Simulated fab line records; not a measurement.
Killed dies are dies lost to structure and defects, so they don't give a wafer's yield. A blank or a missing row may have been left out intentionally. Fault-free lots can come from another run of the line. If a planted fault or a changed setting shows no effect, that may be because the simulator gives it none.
Which of the tools did it? -- flow nandHarc -- 72 wafers from 24 lots sampled at 6 of the route's 1302 steps

## WHAT THE GAUGES READ, wafer by wafer
The record lacks any reading of a measuring or inspecting step that a usual standard deviation could be used to judge.

## WHICH TOOL RAN EACH LOT (tool, then ch and the chambers of the sampled wafers, then the start)
lot,NHARC_A_CHANNEL_FILL_D2_ALD_16,NHARC_A_STAIRCASE_DESCUM_11,NHARC_A_STAIRCASE_ETCH_13,NHARC_A_STAIRCASE_TRIM_14,NHARC_A_STAIRCASE_ETCH_25,NHARC_A_STAIRCASE_ETCH_190
L074,"aldHk-04 ch 1,2, day 13 22:15","rieDiel-06 ch 2,3, day 15 13:28","rieDiel-06 ch 0,1,2, no start","rieDiel-06 ch 2,3, no start","rieDiel-13 ch 0,3, no start","rieDiel-01 ch 1,2, no start"
L076,"aldHk-03 ch 0,1,3, day 14 11:19","rieDiel-06 ch 1,2,3, day 16 02:10","rieDiel-06 ch 0,1,3, no start","rieDiel-06 ch 0,2,3, no start","rieDiel-06 ch 1,2,3, no start","rieDiel-13 ch 0,1,3, no start"
L075,"aldHk-03 ch 0,1, day 14 11:28","rieDiel-01 ch 1,2,3, day 16 02:01","rieDiel-01 ch 0,3, no start","rieDiel-01 ch 1,3, no start","rieDiel-01 ch 0,2,3, no start","rieDiel-13 ch 0,2, no start"
L077,"aldHk-02 ch 0,1, day 15 06:53","rieDiel-13 ch 0,2,3, day 16 22:28","rieDiel-13 ch 2,3, no start","rieDiel-13 ch 1,2,3, no start","rieDiel-13 ch 1,2,3, no start","rieDiel-13 ch 0,3, no start"
L078,"aldHk-04 ch 1,2,3, day 15 14:47","rieDiel-01 ch 0,1,3, day 17 05:50","rieDiel-01 ch 0,1,3, no start","rieDiel-01 ch 0,2,3, no start","rieDiel-13 ch 1,2,3, no start","rieDiel-01 ch 0,2,3, no start"
L080,"aldHk-03 ch 1,2,3, day 16 09:35","rieDiel-01 ch 0,3, day 18 01:13","rieDiel-01 ch 1,3, no start","rieDiel-01 ch 0,2, no start","rieDiel-13 ch 1,2, no start","rieDiel-13 ch 0,3, no start"
L079,"aldHk-04 ch 0,2,3, day 16 09:35","rieDiel-06 ch 0,2,3, day 18 00:56","rieDiel-06 ch 1,2,3, no start","rieDiel-06 ch 1,2,3, no start","rieDiel-06 ch 0,1,2, no start","rieDiel-06 ch 0,1,2, no start"
L081,"aldHk-02 ch 0,1, day 17 02:10","rieDiel-13 ch 0,1, day 18 22:15","rieDiel-13 ch 1,2,3, no start","rieDiel-13 ch 0,1,2, no start","rieDiel-06 ch 1,3, no start","rieDiel-01 ch 0,1,2, no start"
L083,"aldHk-02 ch 0,1,2, day 17 21:00","rieDiel-13 ch 0,2,3, day 19 14:20","rieDiel-13 ch 0,3, no start","rieDiel-13 ch 1,2, no start","rieDiel-01 ch 0,1,2, no start","rieDiel-01 ch 0,1, no start"
L082,"aldHk-02 ch 1,2, day 18 01:54","rieDiel-06 ch 0,2, day 19 14:29","rieDiel-06 ch 0,2, no start","rieDiel-06 ch 0,2,3, no start","rieDiel-01 ch 1,2,3, no start","rieDiel-06 ch 0,3, no start"
L084,"aldHk-02 ch 2,3, day 18 12:28","rieDiel-01 ch 0,2,3, day 20 03:34","rieDiel-01 ch 0,2,3, no start","rieDiel-01 ch 2,3, no start","rieDiel-06 ch 0,1,2, no start","rieDiel-13 ch 0,3, no start"
L086,"aldHk-02 ch 0,1, day 18 19:54","rieDiel-06 ch 0,2,3, day 20 10:13","rieDiel-06 ch 0,2,3, no start","rieDiel-06 ch 0,3, no start","rieDiel-13 ch 0,1,2, no start","rieDiel-06 ch 0,1,3, no start"
L085,"aldHk-04 ch 1,3, day 18 19:55","rieDiel-13 ch 0,1,2, day 20 13:45","rieDiel-13 ch 0,1,2, no start","rieDiel-13 ch 1,2,3, no start","rieDiel-01 ch 0,2,3, no start","rieDiel-01 ch 2,3, no start"
L087,"aldHk-03 ch 2,3, day 19 03:07","rieDiel-13 ch 0,1,3, day 20 19:38","rieDiel-13 ch 0,1, no start","rieDiel-13 ch 1,2,3, no start","rieDiel-13 ch 1,2,3, no start","rieDiel-01 ch 2,3, no start"
L089,"aldHk-02 ch 0,3, day 20 04:32","rieDiel-06 ch 0,2,3, day 21 21:53","rieDiel-06 ch 0,2, no start","rieDiel-06 ch 0,2,3, no start","rieDiel-06 ch 1,2,3, no start","rieDiel-13 ch 0,1,3, no start"
L088,"aldHk-03 ch 1,2,3, day 20 04:32","rieDiel-13 ch 0,1,2, day 21 21:35","rieDiel-13 ch 1,2,3, no start","rieDiel-13 ch 2,3, no start","rieDiel-13 ch 1,2,3, no start","rieDiel-06 ch 0,2, no start"
L090,"aldHk-03 ch 0,1,3, day 20 13:01","rieDiel-06 ch 0,1,3, day 22 09:36","rieDiel-06 ch 0,1,2, no start","rieDiel-06 ch 1,3, no start","rieDiel-13 ch 0,1,2, no start","rieDiel-06 ch 0,2,3, no start"
L093,"aldHk-02 ch 0,3, day 21 06:40","rieDiel-13 ch 1,2,3, day 23 01:55","rieDiel-13 ch 0,1, no start","rieDiel-13 ch 0,1, no start","rieDiel-13 ch 0,1,2, no start","rieDiel-13 ch 0,1, no start"
L092,"aldHk-03 ch 0,1,2, day 21 11:37","rieDiel-01 ch 1,3, day 23 03:47","rieDiel-01 ch 1,2, no start","rieDiel-01 ch 2,3, no start","rieDiel-06 ch 2,3, no start","rieDiel-13 ch 0,1,3, no start"
L091,"aldHk-04 ch 2,3, day 21 11:39","rieDiel-13 ch 0,1,3, day 23 03:31","rieDiel-13 ch 0,1, no start","rieDiel-13 ch 0,1,2, no start","rieDiel-13 ch 0,3, no start","rieDiel-06 ch 1,2, no start"
L094,"aldHk-04 ch 1,3, day 22 00:11","rieDiel-01 ch 0,2, day 23 15:05","rieDiel-01 ch 0,2,3, no start","rieDiel-01 ch 1,2,3, no start","rieDiel-01 ch 1,2, no start","rieDiel-13 ch 0,1,2, no start"
L095,"aldHk-04 ch 0,2,3, day 22 23:02","rieDiel-06 ch 1,2,3, day 24 13:01","rieDiel-06 ch 0,1, no start","rieDiel-06 ch 0,1,3, no start","rieDiel-06 ch 0,1,2, no start","rieDiel-13 ch 0,1,2, no start"
L096,"aldHk-04 ch 1,2,3, day 22 23:10","rieDiel-13 ch 1,2,3, day 24 13:12","rieDiel-13 ch 0,1,3, no start","rieDiel-13 ch 0,1,3, no start","rieDiel-13 ch 1,2,3, no start","rieDiel-01 ch 0,1,2, no start"
L097,"aldHk-02 ch 0,1,3, day 23 09:53","rieDiel-01 ch 0,1,2, day 25 00:41","rieDiel-01 ch 0,3, no start","rieDiel-01 ch 1,2,3, no start","rieDiel-06 ch 0,1,2, no start","rieDiel-01 ch 1,3, no start"
- NHARC_A_CHANNEL_FILL_D2_ALD_16: deposits SiO2, target thk 1.5 nm, pulse time 10 s, ald cycles 15.
- NHARC_A_STAIRCASE_DESCUM_11: chemistry O2, time 3 s.
- NHARC_A_STAIRCASE_ETCH_13: etches the open film in C4F8/O2, target depth 100 nm, time 40.5 s.
- NHARC_A_STAIRCASE_TRIM_14: chemistry O2, time 211.2 s.
- NHARC_A_STAIRCASE_ETCH_25: etches the open film in C4F8/O2, target depth 100 nm, time 40.5 s.
- NHARC_A_STAIRCASE_ETCH_190: etches the open film in C4F8/O2, target depth 100 nm, time 40.5 s.

## AS READ BY THE TOOLS THEMSELVES (means over the sampled wafers that have a number; for cases with no such wafer, the mark the record gives instead)
NHARC_A_CHANNEL_FILL_D2_ALD_16. Usual: heaterPowerW 479 W, standard deviation 42; precursorPulseHeightRel 1.003, standard deviation 0.022.
lot,tool,heaterPowerW (W),precursorPulseHeightRel,flag
L074,aldHk-04,468,1.000,
L076,aldHk-03,469,1.001,
L075,aldHk-03,441,1.001,
L077,aldHk-02,507,0.996,
L078,aldHk-04,484,1.005,
L080,aldHk-03,488,1.030,
L079,aldHk-04,512,1.020,
L081,aldHk-02,508,0.991,
L083,aldHk-02,487,1.030,
L082,aldHk-02,491,1.001,
L084,aldHk-02,433,0.997,
L086,aldHk-02,511,1.007,
L085,aldHk-04,487,1.008,
L087,aldHk-03,481,0.984,
L089,aldHk-02,482,0.996,
L088,aldHk-03,483,1.021,
L090,aldHk-03,474,0.994,
L093,aldHk-02,449,1.006,
L092,aldHk-03,429,1.011,
L091,aldHk-04,516,1.008,
L094,aldHk-04,479,1.003,
L095,aldHk-04,516,1.008,
L096,aldHk-04,489,1.002,
L097,aldHk-02,470,0.983,

NHARC_A_STAIRCASE_DESCUM_11. Usual: drypumpMotorCurrentA 5.7 A, standard deviation 0.34; mfcArSccm 0.012 sccm, standard deviation 0.015; oesProductAu 0.998 a.u., standard deviation 0.011; rfVppV 57.8 V, standard deviation 0.9; showerheadPlenumPTorr 1.94 Torr, standard deviation 0.076; throttleValvePct 11.311 %, standard deviation 0.0091.
lot,tool,drypumpMotorCurrentA (A),mfcArSccm (sccm),oesProductAu (a.u.),rfVppV (V),showerheadPlenumPTorr (Torr),throttleValvePct (%),flag
L074,rieDiel-06,6.0,0.007,0.983,58.4,1.92,11.311,
L076,rieDiel-06,5.7,0.004,0.998,57.7,1.87,11.314,
L075,rieDiel-01,5.9,0.004,0.995,57.4,1.96,11.309,
L077,rieDiel-13,5.6,0.019,0.997,58.6,1.94,11.306,
L078,rieDiel-01,5.8,0.004,0.989,58.9,2.01,11.309,
L080,rieDiel-01,5.6,0.001,0.987,57.6,2.05,11.312,
L079,rieDiel-06,5.6,0.017,0.996,57.6,1.89,11.299,
L081,rieDiel-13,5.7,0.019,0.999,57.5,2.00,11.321,
L083,rieDiel-13,5.6,0.019,1.003,57.0,1.93,11.314,
L082,rieDiel-06,5.9,0.018,0.995,57.3,1.89,11.305,
L084,rieDiel-01,5.7,0.001,0.990,56.6,1.99,11.314,
L086,rieDiel-06,5.6,0.017,0.994,57.4,1.88,11.311,
L085,rieDiel-13,5.6,0.023,0.998,58.6,1.97,11.308,
L087,rieDiel-13,5.7,0.015,0.993,57.8,1.97,11.314,
L089,rieDiel-06,5.6,0.017,1.000,57.6,1.88,11.308,
L088,rieDiel-13,5.6,0.023,1.006,57.2,1.96,11.312,
L090,rieDiel-06,5.4,0.015,1.007,57.8,1.93,11.312,
L093,rieDiel-13,5.8,0.028,1.002,58.4,1.95,11.315,
L092,rieDiel-01,6.1,0.004,0.998,59.0,1.99,11.324,
L091,rieDiel-13,5.7,0.015,0.992,57.4,1.96,11.316,
L094,rieDiel-01,5.4,0.000,0.989,57.2,1.99,11.304,
L095,rieDiel-06,5.7,0.004,1.001,58.4,1.96,11.307,
L096,rieDiel-13,5.8,0.028,1.008,57.9,1.95,11.313,
L097,rieDiel-01,5.6,0.003,0.998,58.2,1.94,11.322,

NHARC_A_STAIRCASE_ETCH_13. Usual: oesProductAu 0.942 a.u., standard deviation 0.013; rfVppV 898 V, standard deviation 4.7.
lot,tool,oesProductAu (a.u.),rfVppV (V),flag
L074,rieDiel-06,0.937,891,
L076,rieDiel-06,0.956,891,
L075,rieDiel-01,0.946,905,
L077,rieDiel-13,0.952,898,
L078,rieDiel-01,0.935,902,
L080,rieDiel-01,0.938,899,
L079,rieDiel-06,0.940,893,
L081,rieDiel-13,0.950,900,
L083,rieDiel-13,0.947,898,
L082,rieDiel-06,0.955,893,
L084,rieDiel-01,0.929,900,
L086,rieDiel-06,0.944,894,
L085,rieDiel-13,0.956,899,
L087,rieDiel-13,0.917,900,
L089,rieDiel-06,0.956,893,
L088,rieDiel-13,0.935,899,
L090,rieDiel-06,0.955,898,
L093,rieDiel-13,0.946,900,
L092,rieDiel-01,0.924,895,
L091,rieDiel-13,0.931,901,
L094,rieDiel-01,0.949,901,
L095,rieDiel-06,0.942,895,
L096,rieDiel-13,0.941,898,
L097,rieDiel-01,0.931,903,

NHARC_A_STAIRCASE_TRIM_14. Usual: drypumpMotorCurrentA 5.7 A, standard deviation 0.35; mfcArSccm 0.013 sccm, standard deviation 0.015; oesProductAu 1.000 a.u., standard deviation 0.0099; rfVppV 57.9 V, standard deviation 0.91; showerheadPlenumPTorr 3.57 Torr, standard deviation 0.13; throttleValvePct 17.037 %, standard deviation 0.0091.
lot,tool,drypumpMotorCurrentA (A),mfcArSccm (sccm),oesProductAu (a.u.),rfVppV (V),showerheadPlenumPTorr (Torr),throttleValvePct (%),flag
L074,rieDiel-06,5.6,0.006,0.994,58.0,3.54,17.032,
L076,rieDiel-06,5.6,0.017,0.996,57.4,3.50,17.039,
L075,rieDiel-01,6.1,0.004,0.992,58.5,3.69,17.030,
L077,rieDiel-13,5.8,0.028,1.005,58.4,3.62,17.034,
L078,rieDiel-01,5.7,0.001,0.990,58.4,3.67,17.032,
L080,rieDiel-01,5.5,0.000,0.987,58.3,3.58,17.030,
L079,rieDiel-06,5.7,0.004,0.996,57.7,3.45,17.036,
L081,rieDiel-13,5.6,0.023,0.992,58.3,3.62,17.039,
L083,rieDiel-13,5.8,0.032,1.004,58.0,3.67,17.031,
L082,rieDiel-06,5.6,0.017,0.997,57.6,3.48,17.037,
L084,rieDiel-01,5.9,0.001,0.991,57.9,3.65,17.027,
L086,rieDiel-06,5.3,0.028,1.004,57.2,3.43,17.040,
L085,rieDiel-13,5.8,0.028,1.008,58.0,3.60,17.044,
L087,rieDiel-13,5.8,0.028,1.007,58.4,3.60,17.039,
L089,rieDiel-06,5.6,0.017,1.006,57.5,3.47,17.035,
L088,rieDiel-13,5.8,0.024,1.019,58.2,3.55,17.037,
L090,rieDiel-06,5.4,0.003,0.996,57.8,3.60,17.045,
L093,rieDiel-13,5.5,0.009,0.993,58.3,3.62,17.038,
L092,rieDiel-01,5.7,0.001,1.009,58.3,3.55,17.039,
L091,rieDiel-13,5.6,0.023,0.999,58.4,3.60,17.036,
L094,rieDiel-01,5.9,0.004,0.994,57.3,3.57,17.044,
L095,rieDiel-06,5.4,0.015,0.999,59.0,3.55,17.031,
L096,rieDiel-13,5.7,0.015,1.002,57.9,3.60,17.045,
L097,rieDiel-01,5.9,0.004,0.990,57.2,3.57,17.037,

NHARC_A_STAIRCASE_ETCH_25. Usual: oesProductAu 0.943 a.u., standard deviation 0.012; rfVppV 898 V, standard deviation 4.7.
lot,tool,oesProductAu (a.u.),rfVppV (V),flag
L074,rieDiel-13,0.953,898,
L076,rieDiel-06,0.945,893,
L075,rieDiel-01,0.937,901,
L077,rieDiel-13,0.947,899,
L078,rieDiel-13,0.958,900,
L080,rieDiel-13,0.956,902,
L079,rieDiel-06,0.946,891,
L081,rieDiel-06,0.938,890,
L083,rieDiel-01,0.939,897,
L082,rieDiel-01,0.929,898,
L084,rieDiel-06,0.945,891,
L086,rieDiel-13,0.935,900,
L085,rieDiel-01,0.926,900,
L087,rieDiel-13,0.942,899,
L089,rieDiel-06,0.944,899,
L088,rieDiel-13,0.950,898,
L090,rieDiel-13,0.954,899,
L093,rieDiel-13,0.933,899,
L092,rieDiel-06,0.922,896,
L091,rieDiel-13,0.958,897,
L094,rieDiel-01,0.935,897,
L095,rieDiel-06,0.928,896,
L096,rieDiel-13,0.956,898,
L097,rieDiel-06,0.954,897,

NHARC_A_STAIRCASE_ETCH_190. Usual: oesProductAu 0.942 a.u., standard deviation 0.013; rfVppV 898 V, standard deviation 4.3.
lot,tool,oesProductAu (a.u.),rfVppV (V),flag
L074,rieDiel-01,0.925,896,
L076,rieDiel-13,0.930,900,
L075,rieDiel-13,0.945,897,
L077,rieDiel-13,0.946,898,
L078,rieDiel-01,0.933,902,
L080,rieDiel-13,0.946,898,
L079,rieDiel-06,0.937,890,
L081,rieDiel-01,0.941,899,
L083,rieDiel-01,0.929,903,
L082,rieDiel-06,0.933,894,
L084,rieDiel-13,0.940,898,
L086,rieDiel-06,0.957,891,
L085,rieDiel-01,0.941,897,
L087,rieDiel-01,0.927,900,
L089,rieDiel-13,0.947,899,
L088,rieDiel-06,0.945,893,
L090,rieDiel-06,0.925,894,
L093,rieDiel-13,0.932,899,
L092,rieDiel-13,0.955,900,
L091,rieDiel-06,0.940,900,
L094,rieDiel-13,0.941,899,
L095,rieDiel-13,0.952,898,
L096,rieDiel-01,0.944,897,
L097,rieDiel-01,0.940,898,

## THE ANSWER, worked out from the rows above alone
Rule: take the mean of a lot's wafers that have a number; if it is more than 3 standard deviations from the usual mean, the lot is off. Also off: a lot with no number at a reading for which 4 or more lots have one. Where the step has rows for the other lots, those lots are counted as sound. First the gauges in route order, then the tools' own readings, where a lot's mean is used as printed above. The first step at which some lot is off is used, and at that step the reading that is off furthest; a lot without a number counts as furthest.
No lot is off at any reading shown: from this, nothing can be told.

## WHAT THE SIMULATOR PUT IN
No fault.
